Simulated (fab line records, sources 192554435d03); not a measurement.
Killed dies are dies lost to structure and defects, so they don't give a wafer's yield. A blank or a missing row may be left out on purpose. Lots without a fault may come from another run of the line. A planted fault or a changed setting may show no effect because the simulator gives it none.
fab line records | flow n5_finfet
record lots=7 wafers=21
route steps=1938 shown DUMMY_GATE@237 SD_EPI_N@288 SD_EPI_P@300 SD_ACTIVATION@331 HKMG_FIN@402
start_h: hours from the record's first day to the start of the lot's first wafer shown | wait_h: hours since the lot's step before | " the same as in the row above | L1.1+2: a row that stands for several wafers | - no value, or no start given | * or withheld: withheld | < > ~ a bound
route shown NAME@n: a module of which the file shows steps, and the number in the route of the first | usual: mean/standard deviation of fault-free wafers | same: alike in all rows | chamber/n: place in a boat | sites: the reading at each site | _std_site: their standard deviation | _edge_site: outer sites' mean less inner sites' | radius_mm: how far each site lies from the wafer's centre | mask NAME#n: copy n | behind: the tool/chamber that last shaped the wafer | hold: why the lot was held/for how many hours/how that ended | device: the transistor (n, p or np) that didn't switch | end of line: the same wafers' tests at the end of the route | a step without rows: its recipe alone | killed: dies lost to structure and defects at the first sort, not the wafer's yield | map: a wafer's dies, x killed, . not, _ none there
set.NAME: the setting as run; set.NAME@STEP: as run at that earlier step | model.NAME: the simulator's own value behind a step, which no gauge read
lots whose settings were changed on purpose; a table a step, a row a wafer
## steps
# step N5_DUMMY_GATE_ETCH_37
# recipe chemistry=N2/H2 target=SOC target_depth_a=600 overetch_a=300 temp_c=40 ion_energy_ev=200 pressure_mtorr=30 source_w=840 bias_w=150 n2_flow_sccm=200 h2_flow_sccm=200
# usual rf_vpp_V=524.3/1.8
# columns lot.wafer tool chamber start_h wait_h set.source_w rf_vpp_V model.SiARC_of_DUMMY_GATE_COAT_35.thk_nm
L080.4 rie_diel-06 3 86.53 0.0 840 523.4 5
L080.5 " 2 " " 840 525.9 4.8
L080.6 " 1 " " 840 520.9 5
L082.1 rie_diel-05 2 94.27 0.0 748.5 542.8 5.2
L082.3 " 3 " " 748.5 544.9 5.2
L082.4 " 1 " " 840 523.5 4.8
L083.1 rie_diel-03 2 100.70 0.0 707.9 558.5 5.6
L083.3 " 0 " " 840 522.7 5
L083.4 " 1 " " 707.9 556.3 5.4
L085.1 rie_diel-03 1 111.57 0.0 840 523.0 5
L085.2 " 3 " " 840 523.1 5
L085.3 " 2 " " 779.8 539.8 5.2
L087.3 rie_diel-06 2 125.86 0.0 785.7 536.4 5
L087.4 " 1 " " 840 519.1 5
L087.6 " 3 " " 840 524.3 5
L092.1 rie_diel-03 0 153.59 0.0 955.7 502.1 4.6
L092.4 " 0 " " 955.7 499.8 4.6
L092.5 " 2 " " 840 527.3 5.2
L093.1 rie_diel-05 2 159.95 0.0 840 524.8 4.8
L093.4 " 1 " " 840 521.0 4.8
L093.6 " 0 " " 912.5 508.9 4.8
# step N5_DUMMY_GATE_STRIP_38
# recipe chemistry=N2/H2 temp_c=40 n2_flow_sccm=200 h2_flow_sccm=200 rf_frequency_hz=6e+07
# step N5_DUMMY_GATE_STRIP_39
# recipe chemistry=N2/H2 temp_c=40 n2_flow_sccm=200 h2_flow_sccm=200 rf_frequency_hz=6e+07
# step N5_DUMMY_GATE_TRIM_49
# recipe chemistry=O2 resist=SOC time_s=29 target_cd_nm=14 source_power_w=300 bias_power_w=0 O2_flow_sccm=100 temp_c=20
# columns lot.wafer tool chamber start_h wait_h set.dose_mj@DUMMY_GATE_EXPOSE_12 model.DUMMY_GATE.cd_nm
L080.4+6 rie_si-04 2 86.61 0.0 34 14.2
L080.5 " 3 " " 34 13.6
L082.1 rie_si-04 2 94.35 0.0 34.77 13.6
L082.3 " 3 " " 34.77 13.8
L082.4 " 0 " " 34.77 13.4
L083.1 rie_si-03 0 100.78 0.0 34 14.2
L083.3 " 2 " " 34 14
L083.4 " 1 " " 34 14.4
L085.1 rie_si-04 2 111.65 0.0 31.6 15.6
L085.2 " 3 " " 34 13.8
L085.3 " 0 " " 31.6 15.4
L087.3 rie_si-05 0 125.94 0.0 32.62 15.2
L087.4+6 " 1,0 " " 34 14.4
L092.1 rie_si-03 0 153.67 0.0 34 13.6
L092.4+5 " 1,3 " " 32.64 14.4
L093.1+4 rie_si-04 1,3 160.03 0.0 34 13.8
L093.6 " 2 " " 34 14
# step N5_DUMMY_GATE_STRIP_40
# recipe chemistry=CF4 resist=SiARC power_w=300 bias_power_w=75 pressure_mtorr=50 cf4_flow_sccm=150 rf_frequency_hz=6e+07
# step N5_DUMMY_GATE_ETCH_32
# recipe chemistry=CF4 target=SiO2 target_depth_a=35 time_s=3.9 ion_energy_ev=350 pressure_mtorr=10 icp_w=800 bias_w=400 cf4_flow_sccm=80
# step N5_DUMMY_GATE_ETCH_23
# recipe chemistry=HBr/Cl2/O2 HBr_flow_sccm=150 Cl2_flow_sccm=80 O2_flow_sccm=12 bias_w=102 target_depth_a=410 time_s=22.3 target=poly-Si mask_material=SiO2 pressure_mtorr=10 icp_w=800
# step N5_DUMMY_GATE_ETCH_44
# recipe chemistry=HBr/O2 over_etch_frac=0.7 target_depth_a=1275 stop_on=SiO2 ion_energy_ev=60 bias_w=20 target=poly-Si mask_material=SiO2 pressure_mtorr=20 icp_w=400 HBr_flow_sccm=120 O2_flow_sccm=10
# columns lot.wafer tool chamber start_h wait_h set.dose_mj@DUMMY_GATE_EXPOSE_12 model.DUMMY_GATE.cd_nm
L080.4+6 rie_si-05 3 87.15 0.0 34 15.2
L080.5 " 0 " " 34 14.6
L082.1+4 rie_si-05 1,3 94.88 0.0 34.77 14.6
L082.3 " 2 " " 34.77 14.8
L083.1+4 rie_si-03 1,0 101.70 0.0 34 15.4
L083.3 " 2 " " 34 15
L085.1 rie_si-04 3 112.18 0.0 31.6 16.6
L085.2 " 2 " " 34 14.8
L085.3 " 0 " " 31.6 16.4
L087.3 rie_si-04 3 126.63 0.0 32.62 16
L087.4+6 " 1,2 " " 34 15.2
L092.1 rie_si-04 2 154.20 0.0 34 14.4
L092.4+5 " 3,2 " " 32.64 15.4
L093.1 rie_si-03 3 160.83 0.0 34 14.8
L093.4+6 " 0,1 " " 34 15
# step N5_DUMMY_GATE_ETCH_42
# recipe chemistry=CHF3/O2 target=SiO2 target_depth_a=35 time_s=31 ion_energy_ev=30 bias_w=12 pressure_mtorr=30 source_w=600 Ar_flow_sccm=200 CHF3_flow_sccm=50 O2_flow_sccm=5
# columns lot.wafer tool chamber start_h wait_h set.dose_mj@DUMMY_GATE_EXPOSE_12 model.DUMMY_GATE.cd_nm
L080.4+6 rie_diel-03 0 87.39 0.1 34 15.2
L080.5 " 3 " " 34 14.8
L082.1+4 rie_diel-06 3,2 95.04 0.0 34.77 14.6
L082.3 " 1 " " 34.77 15
L083.1+4 rie_diel-06 2,3 101.86 0.1 34 15.4
L083.3 " 1 " " 34 15
L085.1 rie_diel-03 3 112.34 0.0 31.6 16.6
L085.2 " 2 " " 34 14.8
L085.3 " 1 " " 31.6 16.4
L087.3 rie_diel-05 2 126.96 0.2 32.62 16.2
L087.4 " 1 " " 34 15.4
L087.6 " 2 " " 34 15.2
L092.1 rie_diel-05 2 154.36 0.0 34 14.4
L092.4 " 0 " " 32.64 15.6
L092.5 " 2 " " 32.64 15.4
L093.1 rie_diel-06 2 161.00 0.1 34 14.8
L093.4+6 " 1,3 " " 34 15
# step N5_SD_EPI_N_EPI_21
# recipe material=Si:P dopant=P temp_c=680 pressure_torr=255 time_s=690
# columns lot.wafer tool chamber start_h wait_h set.time_s model.Si-P_of_SD_EPI_N_EPI_21.thk_nm
L080.4 epi_rpcvd-01 0 91.23 0.9 690 59.8
L080.5 " 0 " " 690 60.2
L080.6 " 0 " " 690 60
L082.1+4 epi_rpcvd-03 0 98.07 0.1 593.6 52.8
L082.3 " 0 " " 690 58.6
L083.1 epi_rpcvd-03 0 104.99 0.1 690 57
L083.3 " 0 " " 690 58.4
L083.4 " 0 " " 690 58.2
L085.1 epi_rpcvd-04 0 115.21 0.1 690 58.4
L085.2 " 0 " " 765.6 63
L085.3 " 0 " " 765.6 62.4
L087.3 epi_rpcvd-04 0 132.02 0.7 582.2 52.2
L087.4 " 0 " " 690 58.6
L087.6 " 0 " " 690 57.8
L092.1 epi_rpcvd-01 0 157.24 0.1 690 58
L092.4 " 0 " " 690 59.2
L092.5 " 0 " " 690 59.4
L093.1 epi_rpcvd-03 0 164.69 0.1 690 59.6
L093.4 " 0 " " 598.4 53.4
L093.6 " 0 " " 690 58.8
# step N5_SD_EPI_N_EPI_MEAS_23
# recipe mode=xrd
# usual thk_nm=58.9/1.2
# columns lot.wafer tool chamber start_h wait_h set.time_s@SD_EPI_N_EPI_21 thk_nm
L080.4 film_metro-02 - 92.12 0.6 690 59.7
L080.5 " - " " 690 60.9
L080.6 " - " " 690 61.1
L082.1 film_metro-01 - 99.79 1.5 593.6 52.1
L082.3 " - " " 690 60.1
L082.4 " - " " 593.6 52.9
L083.1 film_metro-01 - 106.71 1.4 690 56.4
L083.3 " - " " 690 59.0
L083.4 " - " " 690 58.7
L085.1 film_metro-01 - 116.93 1.4 690 58.1
L085.2 " - " " 765.6 62.7
L085.3 " - " " 765.6 60.8
L087.3 film_metro-01 - 133.18 0.9 582.2 52.4
L087.4 " - " " 690 58.7
L087.6 " - " " 690 58.5
L092.1 film_metro-01 - 158.95 1.4 690 57.6
L092.4 " - " " 690 59.3
L092.5 " - " " 690 59.1
L093.1 film_metro-02 - 166.41 1.4 690 59.3
L093.4 " - " " 598.4 53.3
L093.6 " - " " 690 60.1
# step N5_SD_EPI_P_EXPOSE_06
# recipe mask_id=SD_P_BLK na=1.35 source_shape=conventional sigma_outer=0.8 polarization=unpolarized target_cd_nm=240 dose_mj=39.5
# columns lot.wafer tool chamber start_h wait_h mask set.dose_mj
L080.4+5+6 arfi_scanner-03 0 92.83 - SD_P_BLK#0 39.5
L082.1+3+4 arfi_scanner-01 0 100.62 - SD_P_BLK#0 39.5
L083.1+3+4 arfi_scanner-01 0 107.46 - SD_P_BLK#0 39.5
L085.1+2+3 arfi_scanner-01 0 117.66 - SD_P_BLK#0 39.5
L087.3+4 arfi_scanner-01 0 133.89 - SD_P_BLK#0 41.9
L087.6 " 0 " " SD_P_BLK#0 39.5
L092.1+5 arfi_scanner-01 0 160.38 - SD_P_BLK#0 39.5
L092.4 " 0 " " SD_P_BLK#0 37.35
L093.1+4 arfi_scanner-02 0 167.44 - SD_P_BLK#0 42.33
L093.6 " 0 " " SD_P_BLK#0 39.5
# step N5_SD_EPI_P_PEB_07
# recipe peb_temp_c=110 peb_time_s=60 resist=CAR-ArF-block
# step N5_SD_EPI_P_DEVELOP_08
# recipe develop_time_s=30 developer=TMAH resist=CAR-ArF-block dev_temp_c=23 rinse_liquid=diw dry=air_spin
# step N5_SD_EPI_P_CD_MEAS_09
# recipe target_cd_nm=240 landing_energy_ev=500 detector=se_inlens
# usual cd_nm=240.2/0.71
# columns lot.wafer tool chamber start_h wait_h set.dose_mj@SD_EPI_P_EXPOSE_06 cd_nm
L080.4 cd_sem-03 0 92.94 - 39.5 240.2
L080.5 " 0 " " 39.5 241.3
L080.6 " 0 " " 39.5 241.0
L082.1 cd_sem-03 0 100.74 - 39.5 241.9
L082.3 " 0 " " 39.5 240.5
L082.4 " 0 " " 39.5 240.9
L083.1 cd_sem-01 0 107.58 - 39.5 240.5
L083.3 " 0 " " 39.5 240.5
L083.4 " 0 " " 39.5 240.6
L085.1 cd_sem-03 0 117.78 - 39.5 239.6
L085.2 " 0 " " 39.5 240.7
L085.3 " 0 " " 39.5 241.1
L087.3 cd_sem-03 0 134.00 - 41.9 245.4
L087.4 " 0 " " 41.9 245.1
L087.6 " 0 " " 39.5 241.6
L092.1 cd_sem-01 0 160.51 - 39.5 240.9
L092.4 " 0 " " 37.35 236.0
L092.5 " 0 " " 39.5 240.9
L093.1 cd_sem-03 0 167.56 - 42.33 243.2
L093.4 " 0 " " 42.33 244.0
L093.6 " 0 " " 39.5 239.2
# step N5_SD_EPI_P_DESCUM_14
# recipe chemistry=O2 time_s=7.9 source_power_w=50 bias_power_w=20 pressure_mtorr=20 rf_frequency_hz=2.712e+07 temp_c=40 resist=CAR-ArF-block o2_flow_sccm=225
# columns lot.wafer tool chamber start_h wait_h set.dose_mj@SD_EPI_P_EXPOSE_06 model.SD_EPI_P.cd_nm
L080.4 rie_diel-05 3 93.02 0.0 39.5 240.4
L080.5+6 " 1,2 " " 39.5 241
L082.1 rie_diel-03 3 100.83 0.0 39.5 242.2
L082.3 " 0 " " 39.5 240.8
L082.4 " 1 " " 39.5 240.6
L083.1 rie_diel-03 0 107.67 0.0 39.5 240.2
L083.3 " 3 " " 39.5 240.8
L083.4 " 2 " " 39.5 240.6
L085.1 rie_diel-03 2 117.97 0.1 39.5 239.6
L085.2+3 " 3,1 " " 39.5 241
L087.3 rie_diel-06 2 134.09 0.0 41.9 245.6
L087.4 " 2 " " 41.9 245
L087.6 " 3 " " 39.5 241.4
L092.1 rie_diel-06 2 161.10 0.5 39.5 241
L092.4 " 1 " " 37.35 236
L092.5 " 1 " " 39.5 240.8
L093.1 rie_diel-06 2 167.65 0.0 42.33 243.6
L093.4 " 3 " " 42.33 244
L093.6 " 2 " " 39.5 239.2
# step N5_SD_EPI_P_ETCH_36
# recipe chemistry=CF4 target=SiARC target_depth_a=455 mask_material=CAR-ArF-block time_s=75.8 ion_energy_ev=80 pressure_mtorr=40 source_w=545 bias_w=36 Ar_flow_sccm=100 cf4_flow_sccm=100 ends=cleared
# step N5_SD_EPI_P_ETCH_37
# recipe chemistry=N2/H2 target=SOC overetch_a=1080 mask_material=SiARC temp_c=40 ion_energy_ev=100 source_w=3000 bias_w=133 pressure_mtorr=20 time_s=486 n2_flow_sccm=200 h2_flow_sccm=200 ends=end_point
# columns lot.wafer tool chamber start_h wait_h set.dose_mj@SD_EPI_P_EXPOSE_06 model.SD_EPI_P.cd_nm
L080.4 rie_diel-05 3 93.12 0.0 39.5 241.2
L080.5 " 1 " " 39.5 242
L080.6 " 2 " " 39.5 241.8
L082.1 rie_diel-03 3 100.92 0.0 39.5 243.8
L082.3 " 0 " " 39.5 241.2
L082.4 " 1 " " 39.5 242.8
L083.1+4 rie_diel-03 0,2 107.76 0.0 39.5 240.6
L083.3 " 3 " " 39.5 241
L085.1 rie_diel-03 2 118.06 0.0 39.5 239.8
L085.2+3 " 3,1 " " 39.5 241.6
L087.3 rie_diel-06 2 134.18 0.0 41.9 245
L087.4 " 2 " " 41.9 244.8
L087.6 " 3 " " 39.5 240.4
L092.1 rie_diel-06 2 161.19 0.0 39.5 240.8
L092.4 " 1 " " 37.35 236.2
L092.5 " 1 " " 39.5 240.4
L093.1 rie_diel-06 2 167.74 0.0 42.33 243.4
L093.4 " 3 " " 42.33 243
L093.6 " 2 " " 39.5 238.8
# step N5_SD_EPI_P_EPI_21
# recipe material=SiGe:B dopant=B temp_c=550 pressure_torr=20 ambient=H2 time_s=355
# columns lot.wafer tool chamber start_h wait_h set.temp_c model.SiGe-B_of_SD_EPI_P_EPI_21.thk_nm
L080.4 epi_rpcvd-01 0 95.49 1.1 550 62
L080.5 " 0 " " 550 61.4
L080.6 " 0 " " 550 62.2
L082.1 epi_rpcvd-01 0 102.18 0.1 551.1 63.8
L082.3 " 0 " " 550 62.4
L082.4 " 0 " " 551.1 63.6
L083.1 epi_rpcvd-02 0 109.13 0.2 548.9 60.8
L083.3 " 0 " " 548.9 59
L083.4 " 0 " " 550 61.8
L085.1 epi_rpcvd-01 0 119.31 0.1 547.8 57.4
L085.2 " 0 " " 550 60.4
L085.3 " 0 " " 547.8 57.6
L087.3 epi_rpcvd-03 0 136.16 0.8 550 60.8
L087.4 " 0 " " 550 61.4
L087.6 " 0 " " 553.8 66.8
L092.1+5 epi_rpcvd-01 0 162.45 0.1 552.4 63.6
L092.4 " 0 163.53 1.1 550 60.2
L093.1+6 epi_rpcvd-02 0 169.28 0.3 550 61.6
L093.4 " 0 171.20 2.0 552.4 65.4
# step N5_SD_EPI_P_HM_STRIP_48
# recipe chemistry=H3PO4 temp_c=160 material=SiNx target=SiNx target_depth_a=30 overetch_fraction=0.3
# columns lot.wafer tool chamber start_h wait_h set.time_s@SD_EPI_N_EPI_21 set.temp_c@SD_EPI_P_EPI_21 model.Si-P_of_SD_EPI_N_EPI_21.thk_nm model.SiGe-B_of_SD_EPI_P_EPI_21.thk_nm
L080.4 wet_bench-02 2 96.65 0.0 690 550 59 61.6
L080.5 " 4 " " 690 550 59.6 61.2
L080.6 " 7 " " 690 550 59.2 61.8
L082.1 wet_bench-02 3 104.41 0.0 593.6 551.1 52.2 63.6
L082.3 " 4 " " 690 550 58 62.2
L082.4 " 0 " " 593.6 551.1 52.2 63.2
L083.1 wet_bench-04 1 112.11 0.0 690 548.9 56.4 60.6
L083.3 " 3 " " 690 548.9 57.6 58.8
L083.4 " 7 " " 690 550 57.4 61.6
L085.1 wet_bench-01 1 121.55 0.0 690 547.8 57.8 57.2
L085.2 " 5 " " 765.6 550 62.2 60
L085.3 " 6 " " 765.6 547.8 61.8 57.4
L087.3 wet_bench-01 3 137.67 0.0 582.2 550 51.6 60.6
L087.4 " 4 " " 690 550 57.8 61.2
L087.6 " 0 " " 690 553.8 57.2 66.4
L092.1 wet_bench-04 3 164.68 0.0 690 552.4 57.4 63.2
L092.4 " 5 " " 690 550 58.6 60
L092.5 " 6 " " 690 552.4 58.6 63.4
L093.1 wet_bench-04 3 173.21 0.0 690 550 59 61.2
L093.4 " 1 " " 598.4 552.4 52.8 65
L093.6 " 2 " " 690 550 58 61.4
# step N5_SD_ACTIVATION_LSA_01
# recipe temp_c=1080 time_s=0.0008 ambient=N2
# usual wafer_temp_C_max=1085.6/1.1
# columns lot.wafer tool chamber start_h wait_h set.temp_c wafer_temp_C_max
L080.4 laser_anneal-01 0 97.89 0.8 1080 1085.4
L080.5 " 0 " " 1080 1085.8
L080.6 " 0 " " 1080 1086.2
L082.1 laser_anneal-01 0 104.85 0.2 1080 1085.4
L082.3 " 0 " " 1080 1085.7
L082.4 " 0 " " 1065 1069.8
L083.1 laser_anneal-01 0 112.55 0.2 1080 1087.7
L083.3 " 0 " " 1080 1087.1
L083.4 " 0 " " 1080 1086.3
L085.1 laser_anneal-02 0 121.91 0.2 1104 1108.2
L085.2 " 0 " " 1080 1085.7
L085.3 " 0 " " 1104 1110.0
L087.3 laser_anneal-01 0 138.56 0.6 1080 1086.0
L087.4 " 0 " " 1080 1086.2
L087.6 " 0 " " 1080 1085.5
L092.1 laser_anneal-02 0 165.22 0.2 1068 1072.8
L092.4 " 0 " " 1068 1072.4
L092.5 " 0 " " 1068 1071.8
L093.1 laser_anneal-01 0 173.65 0.2 1063 1069.2
L093.4 " 0 " " 1080 1087.0
L093.6 " 0 " " 1080 1086.1
# step N5_SD_ACTIVATION_RS_MEAS_03
# recipe thk_meas_gauge=four-point-probe
# usual RS_SD_N=21.92/0.3 RS_SD_P=55.7/0.96
# columns lot.wafer tool chamber start_h wait_h set.temp_c@SD_EPI_P_EPI_21 RS_SD_N[ohm/sq] RS_SD_P[ohm/sq]
L080.4 film_metro-01 - 98.07 0.2 550 21.56 54.9
L080.5 " - " " 550 21.62 55.2
L080.6 " - " " 550 21.50 54.7
L082.1 film_metro-01 - 105.05 0.2 551.1 24.50 53.7
L082.3 " - " " 550 22.07 55.2
L082.4 " - " " 551.1 26.27 54.5
L083.1 film_metro-02 - 112.75 0.2 548.9 22.66 58.0
L083.3 " - " " 548.9 22.02 59.7
L083.4 " - " " 550 22.32 56.4
L085.1 film_metro-02 - 122.12 0.2 547.8 19.58 60.4
L085.2 " - " " 550 20.63 56.8
L085.3 " - " " 547.8 18.51 60.1
L087.3 film_metro-02 - 138.76 0.2 550 24.79 55.9
L087.4 " - " " 550 21.98 55.3
L087.6 " - " " 553.8 22.30 50.4
L092.1 film_metro-02 - 165.42 0.2 552.4 23.49 54.3
L092.4 " - " " 550 23.17 57.5
L092.5 " - " " 552.4 23.22 53.6
L093.1 film_metro-02 - 173.86 0.2 550 23.62 55.5
L093.4 " - " " 552.4 24.21 51.8
L093.6 " - " " 550 21.74 55.1
# step N5_HKMG_FIN_ETCH_54
# recipe chemistry=CF4 target=SiARC target_depth_a=455 mask_material=CAR-ArF time_s=75.8 ion_energy_ev=80 pressure_mtorr=40 source_w=545 bias_w=36 Ar_flow_sccm=100 cf4_flow_sccm=100 ends=cleared
# usual etch_rf_on_time_s=75.4/1 rf_vpp_V=184.7/1.1
# columns lot.wafer tool chamber start_h wait_h set.source_w etch_rf_on_time_s rf_vpp_V
L080.4 rie_diel-01 2 113.95 0.0 545 74.7 184.2
L080.5 " 3 " " 545 74.5 183.7
L080.6 " 2 " " 545 74.6 185.6
L082.1 rie_diel-01 3 118.25 0.0 545 74.0 184.0
L082.3 " 0 " " 545 74.6 185.4
L082.4 " 1 " " 545 75.6 185.7
L083.1 rie_diel-02 3 125.92 0.0 545 76.8 184.2
L083.3 " 2 " " 637.1 66.1 174.9
L083.4 " 1 " " 637.1 65.8 174.0
L085.1 rie_diel-02 2 134.89 0.0 545 76.4 182.1
L085.2 " 1 " " 545 76.0 187.0
L085.3 " 0 " " 545 74.1 184.5
L087.3 rie_diel-02 3 153.37 0.0 545 75.9 186.3
L087.4 " 1 " " 545 75.1 185.3
L087.6 " 3 " " 545 76.2 185.8
L092.1 rie_diel-02 1 178.51 0.0 545 76.2 184.1
L092.4 " 0 " " 475.7 84.4 194.2
L092.5 " 2 " " 475.7 85.9 193.2
L093.1 rie_diel-01 1 187.31 0.0 545 75.7 186.9
L093.4 " 1 " " 545 76.1 186.1
L093.6 " 3 " " 488.6 82.6 190.5
## key
split step=N5_DUMMY_GATE_ETCH_37 setting=source_w stated=840 by=wafer
response step=N5_DUMMY_GATE_ETCH_37 reading=rf_vpp_V change=-2.03 per=1% r=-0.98
response step=N5_DUMMY_GATE_ETCH_37 reading=model.SiARC_of_DUMMY_GATE_COAT_35.thk_nm change=-0.0303 per=1% r=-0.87
split step=N5_SD_EPI_N_EPI_21 setting=time_s stated=690 by=wafer
response step=N5_SD_EPI_N_EPI_21 reading=model.Si-P_of_SD_EPI_N_EPI_21.thk_nm change=+0.406 per=1% r=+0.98
response step=N5_SD_EPI_N_EPI_MEAS_23 reading=thk_nm change=* per=1% r=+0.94
response step=N5_SD_EPI_P_HM_STRIP_48 reading=model.Si-P_of_SD_EPI_N_EPI_21.thk_nm change=+0.401 per=1% r=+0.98
split step=N5_SD_EPI_P_EXPOSE_06 setting=dose_mj stated=39.5 by=wafer
response step=N5_SD_EPI_P_CD_MEAS_09 reading=cd_nm change=+0.677 per=1% r=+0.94
response step=N5_SD_EPI_P_DESCUM_14 reading=model.SD_EPI_P.cd_nm change=+0.707 per=1% r=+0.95
response step=N5_SD_EPI_P_ETCH_37 reading=model.SD_EPI_P.cd_nm change=+0.703 per=1% r=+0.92
split step=N5_SD_EPI_P_EPI_21 setting=temp_c stated=550 by=wafer
response step=N5_SD_EPI_P_EPI_21 reading=model.SiGe-B_of_SD_EPI_P_EPI_21.thk_nm change=+8.09 per=1% r=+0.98
response step=N5_SD_EPI_P_HM_STRIP_48 reading=model.SiGe-B_of_SD_EPI_P_EPI_21.thk_nm change=+7.79 per=1% r=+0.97
response step=N5_SD_ACTIVATION_RS_MEAS_03 reading=RS_SD_P change=-7.97 per=1% r=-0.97
split step=N5_SD_ACTIVATION_LSA_01 setting=temp_c stated=1080 by=wafer
response step=N5_SD_ACTIVATION_LSA_01 reading=wafer_temp_C_max change=* per=1% r=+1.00
split step=N5_HKMG_FIN_ETCH_54 setting=source_w stated=545 by=wafer
response step=N5_HKMG_FIN_ETCH_54 reading=etch_rf_on_time_s change=* per=1% r=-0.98
response step=N5_HKMG_FIN_ETCH_54 reading=rf_vpp_V change=-0.593 per=1% r=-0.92
split outside_this_file step=N5_DUMMY_GATE_EXPOSE_12 setting=dose_mj
# split outside_this_file: this setting was split too, and the file shows its column; the key of that split is in another file
